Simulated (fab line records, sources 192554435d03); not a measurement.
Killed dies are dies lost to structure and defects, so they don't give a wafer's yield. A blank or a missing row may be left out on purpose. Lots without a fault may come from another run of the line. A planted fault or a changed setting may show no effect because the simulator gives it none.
Split-lot experiment | flow n5_finfet | 7 lots, 21 wafers read, on a route of 1938 steps

THE SPLIT
At N5_BEOL_M10_ILD_DEP_00 (deposits SiCOH lowk from DEMS/porogen, target thk 308.51 nm, time 58 s), the setting time_s was moved away from the recipe's 58 s on 6 of the 21 wafers read, by -12.4% to +14.5%. The other wafers ran this setting at the recipe's value.

FROM THE SPLIT TO THE READING: what the file shows between them, 1 step
- N5_BEOL_M10_CURE_71: cures SiCOH lowk, time 240 s

THE READING
M10_ILD_THK, in nm, at N5_BEOL_M10_THK_MEAS_01. Fault-free wafers of this fab line usually give 268 nm, standard deviation 4.1 nm.

wafer  | tool, chamber at the split | time_s as run, s | against the recipe | M10_ILD_THK, nm | against lot-mates on the recipe
L076.2 | pecvd-03, 0                | 58               | recipe             | 262             | -
L076.3 | pecvd-03, 2                | 58               | recipe             | 262             | -
L076.4 | pecvd-03, 2                | 58               | recipe             | 265             | -
L074.3 | pecvd-02, 2                | 58               | recipe             | 269             | -
L074.5 | pecvd-02, 1                | 58               | recipe             | 273             | -
L074.6 | pecvd-02, 0                | 58               | recipe             | 270             | -
L079.1 | pecvd-04, 1                | 66.43            | +14.5%             | 306             | +32
L079.4 | pecvd-04, 0                | 58               | recipe             | 272             | -
L079.6 | pecvd-04, 2                | 58               | recipe             | 277             | -
L083.1 | pecvd-03, 0                | 58               | recipe             | 263             | -
L083.5 | pecvd-03, 0                | 58               | recipe             | 268             | -
L083.6 | pecvd-03, 2                | 58               | recipe             | 263             | -
L088.1 | pecvd-04, 0                | 65.68            | +13.2%             | 302             | +29
L088.3 | pecvd-04, 2                | 65.68            | +13.2%             | 301             | +28
L088.5 | pecvd-04, 1                | 58               | recipe             | 273             | -
L092.2 | pecvd-02, 1                | 58               | recipe             | 268             | -
L092.5 | pecvd-02, 2                | 50.83            | -12.4%             | 239             | -32
L092.6 | pecvd-02, 1                | 58               | recipe             | 275             | -
L095.1 | pecvd-02, 0                | 58               | recipe             | 270             | -
L095.4 | pecvd-02, 0                | 62.81            | +8.3%              | 297             | +27
L095.5 | pecvd-02, 1                | 62.81            | +8.3%              | 295             | +25

THE FIT
A straight line over all 21 wafers: M10_ILD_THK changes by +2.59 nm for each +1% of time_s; r = +0.96; the points scatter about the line by 4.6 nm.
The same after taking each lot's own level away (the mean of its wafers on the recipe; 21 wafers): +2.4 nm for each +1%; r = +0.98; scatter 3.1 nm.
On that fit, the largest move of time_s shifts the reading by 35 nm.
The lots' own levels span 263.0 to 274.5 nm, that is 2.8 times the standard deviation above.
So the lot-to-lot level changes the slope little: the two slopes agree.
Check: with one of the wafers moved furthest among these (+14.5%) left out of the fit, the line predicts +36 nm for it against its lot-mates. It came out at +31.5 nm against them.

OTHER SPLITS ON THESE WAFERS
These wafers also went through other splits before the reading. Each is held against what the fit with the lots' levels taken away leaves over:
other split on the same wafers   | wafers away from the commonest value | r with M10_ILD_THK (lot level and that fit taken away)
N5_BEOL_M7_EXPOSE_25 dose_mj     | 4                                    | -0.11
N5_BEOL_M7_ETCH_41 source_w      | 7                                    | -0.13
N5_BEOL_M8_ETCH_65 source_w      | 8                                    | +0.05
N5_BEOL_M8_TRENCH_ETCH_37 bias_w | 4                                    | +0.03

THE WHOLE CHAIN: every reading that the file lists as answering this split, in the file's order
step                    | what it does                                                           | reading                                                                                   | change (the file's fit)              | r (the file's)
N5_BEOL_M10_ILD_DEP_00  | deposits SiCOH lowk from DEMS/porogen, target thk 308.51 nm, time 58 s | SiCOH_lowk_of_BEOL_M10_ILD_DEP_00.thk_nm (the simulator's own value, which no gauge read) | +2.68 nm for each +1% of the setting | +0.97
N5_BEOL_M10_CURE_71     | cures SiCOH lowk, time 240 s                                           | SiCOH_lowk_of_BEOL_M10_ILD_DEP_00.thk_nm (the simulator's own value, which no gauge read) | +2.38 nm for each +1% of the setting | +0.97
N5_BEOL_M10_THK_MEAS_01 |                                                                        | M10_ILD_THK                                                                               | +2.38 for each +1% of the setting    | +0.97

THE FILE'S OWN FIT
M10_ILD_THK changes by +2.38 nm for each +1% of time_s, r = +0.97.
